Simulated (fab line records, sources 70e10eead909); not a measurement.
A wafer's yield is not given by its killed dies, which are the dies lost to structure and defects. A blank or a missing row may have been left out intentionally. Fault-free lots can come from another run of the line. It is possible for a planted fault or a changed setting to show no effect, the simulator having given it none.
Matching of chambers + flow nand harc + pecvd-02 running NHARC_A_M0_PRE_CLEAN_31: 3 sister chambers
The step time 12 s. 18 wafers are shown with their chamber, then 9 later ones without.

EACH WAFER AND ITS CHAMBER
| wafer  | chamber | heater power w (W) | susceptor temp C (C) |
|--------|---------|--------------------|----------------------|
| L074.2 | 2       | 653                | 369.94               |
| L074.3 | 1       | 594                | 370.21               |
| L074.6 | 2       | 666                | 369.92               |
| L077.2 | 0       | 530                | 370.48               |
| L077.5 | 0       | 543                | 370.30               |
| L077.6 | 1       | 710                | 370.02               |
| L079.1 | 0       | 609                | 369.96               |
| L079.5 | 0       | 594                | 370.40               |
| L079.6 | 1       | 681                | 369.92               |
| L084.3 | 0       | 535                | 370.21               |
| L084.5 | 1       | 684                | 369.79               |
| L084.6 | 2       | 655                | 370.25               |
| L086.1 | 2       | 620                | 370.00               |
| L086.2 | 1       | 624                | 370.10               |
| L086.6 | 1       | 611                | 370.48               |
| L087.2 | 1       | 653                | 370.33               |
| L087.5 | 0       | 581                | 369.98               |
| L087.6 | 1       | 656                | 370.11               |

SIGNATURES (averages over the wafers above)
| reading          | chamber 0 | chamber 1 | chamber 2 | scatter within a chamber |
|------------------|-----------|-----------|-----------|--------------------------|
| heater power w   | 565.33    | 651.62    | 648.50    | 34.5                     |
| susceptor temp C | 370.2217  | 370.1200  | 370.0275  | 0.207                    |
Rule: a wafer's distance from a chamber is the root of the sum, over the readings, of the square of ((its reading less the chamber's mean) divided by the reading's scatter). The wafer belongs to the nearest chamber; if the next one is less than 2 further off, it can't be placed. The scatter: take each reading less its chamber's mean, square it, sum over the shown wafers, divide by the number of wafers less the number of chambers, and take the root.

WAFERS WITH NO CHAMBER GIVEN
| wafer  | heater power w (W) | susceptor temp C (C) |
|--------|--------------------|----------------------|
| L092.1 | 540                | 369.70               |
| L092.5 | 642                | 369.87               |
| L092.6 | 663                | 369.79               |
| L090.3 | 594                | 369.91               |
| L090.4 | 603                | 370.34               |
| L090.6 | 660                | 370.10               |
| L096.3 | 648                | 370.12               |
| L096.4 | 657                | 370.07               |
| L096.5 | 585                | 369.96               |

WHICH CHAMBER EACH WENT THROUGH
| wafer  | from the rows above          | in truth |
|--------|------------------------------|----------|
| L092.1 | can't be placed: 0 or 2 or 1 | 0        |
| L092.5 | can't be placed: 2 or 1      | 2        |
| L092.6 | can't be placed: 2 or 1      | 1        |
| L090.3 | can't be placed: 2 or 0 or 1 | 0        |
| L090.4 | can't be placed: 0 or 1 or 2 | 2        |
| L090.6 | can't be placed: 1 or 2      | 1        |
| L096.3 | can't be placed: 1 or 2      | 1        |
| L096.4 | can't be placed: 1 or 2      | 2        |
| L096.5 | can't be placed: 0 or 2 or 1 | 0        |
Placed correctly: 0 of 9. Can't be placed from these rows: 9 (the true chamber is among the candidates in 9). Number placed wrongly: 0.
